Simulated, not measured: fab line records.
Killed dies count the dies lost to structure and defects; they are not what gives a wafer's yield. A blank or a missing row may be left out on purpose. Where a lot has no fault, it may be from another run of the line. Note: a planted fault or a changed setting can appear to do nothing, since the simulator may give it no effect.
Which tool was responsible? | flow n5-finfet | 9 lots, 27 wafers sampled, at 3 steps of a route of 1938

## WHAT THE GAUGES SHOWED, per wafer
N5_STI_FIN_REVEAL_FIN_H_MEAS_10.
lot  | measured    | on     | trench-depth-nm (nm)
L415 | day 2 13:11 | ocd-01 | 51.8 52.1 52.5
L416 | day 2 18:46 | ocd-02 | 52.4 52.4 52.1
L418 | day 3 08:15 | ocd-01 | 51.3 51.2 52.0
L419 | day 3 15:51 | ocd-01 | 51.7 52.3 52.3
L423 | day 4 13:57 | ocd-02 | 53.1 52.6 52.4
L425 | day 5 02:30 | ocd-01 | 51.0 50.7 49.7
L428 | day 5 20:36 | ocd-01 | 47.6 46.5 47.2
L429 | day 6 01:39 | ocd-01 | 45.8 45.9 45.3
L438 | day 8 06:35 | ocd-02 | 51.3 51.6 52.2

## EACH LOT AND THE TOOL THAT RAN IT (in order: tool; ch and the chambers of the sampled wafers; start)
lot  | N5_FIN_CUT_CUT_ETCH_15          | N5_STI_FIN_REVEAL_RECESS_09
L415 | rie-si-05 ch 0,1,2, day 2 04:07 | vapor-etch-01 ch 0,1, day 2 10:29
L416 | rie-si-05 ch 0,1,3, day 2 09:26 | vapor-etch-01 ch 0,1, day 2 16:02
L418 | rie-si-01 ch 0,3, day 2 21:56   | vapor-etch-01 ch 0,1, day 3 05:11
L419 | rie-si-03 ch 0,2,3, day 3 05:09 | vapor-etch-02 ch 0,1, day 3 13:07
L423 | rie-si-03 ch 0,1,3, day 4 05:00 | vapor-etch-02 ch 0,1, day 4 11:15
L425 | rie-si-01 ch 1,2, day 4 17:33   | vapor-etch-01 ch 0,1, day 4 23:46
L428 | rie-si-03 ch 0,2,3, day 5 11:34 | vapor-etch-02 ch 0,1, day 5 18:26
L429 | rie-si-03 ch 1,2,3, day 5 16:41 | vapor-etch-02 ch 0,1, day 5 22:55
L438 | rie-si-03 ch 0,2, day 7 21:37   | vapor-etch-01 ch 0,1, day 8 04:24
- N5_FIN_CUT_CUT_ETCH_15: etches Si in HBr/Cl2/O2, target depth 100 nm, bt time 10 s, time 42.4 s.
- N5_STI_FIN_REVEAL_RECESS_09: chemistry HF/NH3, target SiO2, afs cycles 11, target depth 42.5 nm, sublimation time 60 s.

## THE ANSWER, worked out from the rows above alone
Rule: the usual values come from the lots themselves. Put in order of their means at a reading, lots are off if they are a third of the lots or fewer, leave a main group of 4 or more, and stand apart from it by a gap of 3 or more times the standard deviation of the main group's means; of several such gaps the widest counts. A main group whose means are all the same, to the digits that the tables above print for the reading, isn't used. A lot without any number at a reading at which 4 lots or more have one is off too. All remaining lots with rows at the step are treated as sound.
Off at N5_STI_FIN_REVEAL_FIN_H_MEAS_10 (trench-depth-nm): L428, L429. Mean 51.8 nm and standard deviation 0.67 in the main group.
A tool fits if, at a process step before that reading, it ran every lot that is off, and no sound lot after the first of them. Gauges at N5_STI_FIN_REVEAL_FIN_H_MEAS_10: tried the same way as those tools. 2 tools fit, vapor-etch-02 at N5_STI_FIN_REVEAL_RECESS_09 and ocd-01 at N5_STI_FIN_REVEAL_FIN_H_MEAS_10, so this cannot tell which one it is.

## WHAT WAS PUT IN BY THE SIMULATOR
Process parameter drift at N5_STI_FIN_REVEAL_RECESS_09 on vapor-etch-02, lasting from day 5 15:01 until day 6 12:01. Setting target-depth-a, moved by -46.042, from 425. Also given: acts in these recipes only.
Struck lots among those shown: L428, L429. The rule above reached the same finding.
